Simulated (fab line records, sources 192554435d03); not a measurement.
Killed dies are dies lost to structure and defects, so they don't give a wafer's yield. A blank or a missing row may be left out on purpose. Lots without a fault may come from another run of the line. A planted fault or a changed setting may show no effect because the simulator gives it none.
A struck lot beside a sound one | flow n5_finfet | 15 steps out of a route of 1938
Sound: wafers L580.3, L580.4, L580.6. Struck: wafers L570.1, L570.4, L570.6. The cause comes at the end.
At each step with rows: each side's tool, then ch and its chambers, then its first start. Under that, the readings that differ: sound wafers | struck wafers | difference of the means | sigmas: that difference in standard deviations of wafers without a fault.
alike: readings whose means differ by less than 2 such deviations, and words and numbers that are the same on both sides. not compared: withheld readings, readings that some wafer has no value for, bounds like >300 that may hide the same value, and numbers for which the record gives no deviation and whose values overlap.
The two part at a step that has a row with sigmas, a row that says differs or no value, or rows on one side only. Numbers that don't overlap but have no deviation are shown without sigmas and don't part them. A reading that every wafer of one side lacks parts them only if that side has two wafers or more.

first, 5 steps without rows for these wafers: N5_PMOS_HMC_CHANNEL_EPI_EBR_05; N5_PMOS_HMC_CHANNEL_EPI_SOFTBAKE_04 (time 60 s); N5_PMOS_HMC_CHANNEL_EPI_EXPOSE_06 (exposes mask PMOS HMC BLK, target cd 240 nm); N5_PMOS_HMC_CHANNEL_EPI_PEB_07 (peb time 60 s); N5_PMOS_HMC_CHANNEL_EPI_DEVELOP_08 (develop time 30 s).
N5_PMOS_HMC_CHANNEL_EPI_CD_MEAS_09: target cd 237.4 nm.
  sound on cd_sem-03 ch 0, day 6 05:16; struck on cd_sem-03 ch 0, day 3 17:07
  reading    | sound             | struck            | difference | sigmas
  cd_nm (nm) | 234.7 235.1 235.6 | 238.4 240.0 238.2 | +3.7       | +3
N5_PMOS_HMC_CHANNEL_EPI_OVL_MEAS_10:
  sound on overlay-02 ch 0, day 6 05:17; struck on overlay-01 ch 0, day 3 17:09
  alike: PMOS_HMC_BLK_OVL
N5_PMOS_HMC_CHANNEL_EPI_INSPECT_11: inspects for defects (macro).
  sound on defect_inspect-01, day 6 05:19; struck on defect_inspect-02, day 3 17:10
  alike: raw_defect_count
N5_PMOS_HMC_CHANNEL_EPI_DESCUM_14: chemistry O2, time 7.9 s.
  sound on rie_diel-01 ch 1,2, day 6 05:21; struck on rie_diel-05 ch 1,2,3, day 3 17:41
  alike: drypump_motor_current_A, oes_product_au, rf_vpp_V, showerhead_plenum_p_Torr, temp_c, throttle_valve_pct
  not compared: rf_hours_counter_h
N5_PMOS_HMC_CHANNEL_EPI_ETCH_32: etches BARC in N2/H2, stops on SiO2, target depth 85.8 nm, time 50.3 s.
  sound on rie_diel-01 ch 1,2, day 6 05:23; struck on rie_diel-05 ch 1,2,3, day 3 17:43
  alike: drypump_motor_current_A, oes_product_au, rf_vpp_V, showerhead_plenum_p_Torr, throttle_valve_pct
  not compared: rf_hours_counter_h
N5_PMOS_HMC_CHANNEL_EPI_HM_OPEN_15: chemistry CHF3/O2, target SiO2, target depth 40.6 nm, time 20.3 s.
  sound on rie_diel-01 ch 1,2, day 6 05:25; struck on rie_diel-05 ch 1,2,3, day 3 17:46
  alike: O2_flow_sccm, drypump_motor_current_A, oes_product_au, rf_vpp_V, showerhead_plenum_p_Torr, throttle_valve_pct
  not compared: rf_hours_counter_h
N5_PMOS_HMC_CHANNEL_EPI_STRIP_33: strips in N2/H2.
  sound on rie_diel-01 ch 1,2, day 6 05:29; struck on rie_diel-05 ch 1,2,3, day 3 17:49
  alike: bias_power_w, chamber_pressure_mTorr, drypump_motor_current_A, oes_product_au, rf_vpp_V, showerhead_plenum_p_Torr, temp_c, throttle_valve_pct
  not compared: rf_hours_counter_h
N5_PMOS_HMC_CHANNEL_EPI_STRIP_17: strips in SPM, time 750 s.
  sound on wet_bench-03 ch 0,2,4, day 6 05:33; struck on wet_bench-02 ch 1,2,3, day 3 17:53
  no value came back on the struck wafers for bath_guard_temp_C (C), bath_heat_duty_pct (%), temp_c (C); on the sound wafers bath_guard_temp_C (C) reads 131.1 129.1 130.3
N5_PMOS_HMC_CHANNEL_EPI_ETCH_38: etches SiO2 in CF4, target depth 1.5 nm.
  sound on rie_si-02 ch 0,1,3, day 6 05:47; struck on rie_si-03 ch 0,1,2, day 3 18:07
  alike: drypump_motor_current_A, oes_product_au, throttle_valve_pct
  not compared: rf_hours_counter_h
then, 1 step without rows for these wafers: N5_PASSIVATION_PROBE_49.

WHERE THEY PART
First at N5_PMOS_HMC_CHANNEL_EPI_CD_MEAS_09; last, within this record, at N5_PMOS_HMC_CHANNEL_EPI_STRIP_17. Later steps at which nothing parts them and some readings are alike: N5_PMOS_HMC_CHANNEL_EPI_ETCH_38.

WHY: what the simulator had put in
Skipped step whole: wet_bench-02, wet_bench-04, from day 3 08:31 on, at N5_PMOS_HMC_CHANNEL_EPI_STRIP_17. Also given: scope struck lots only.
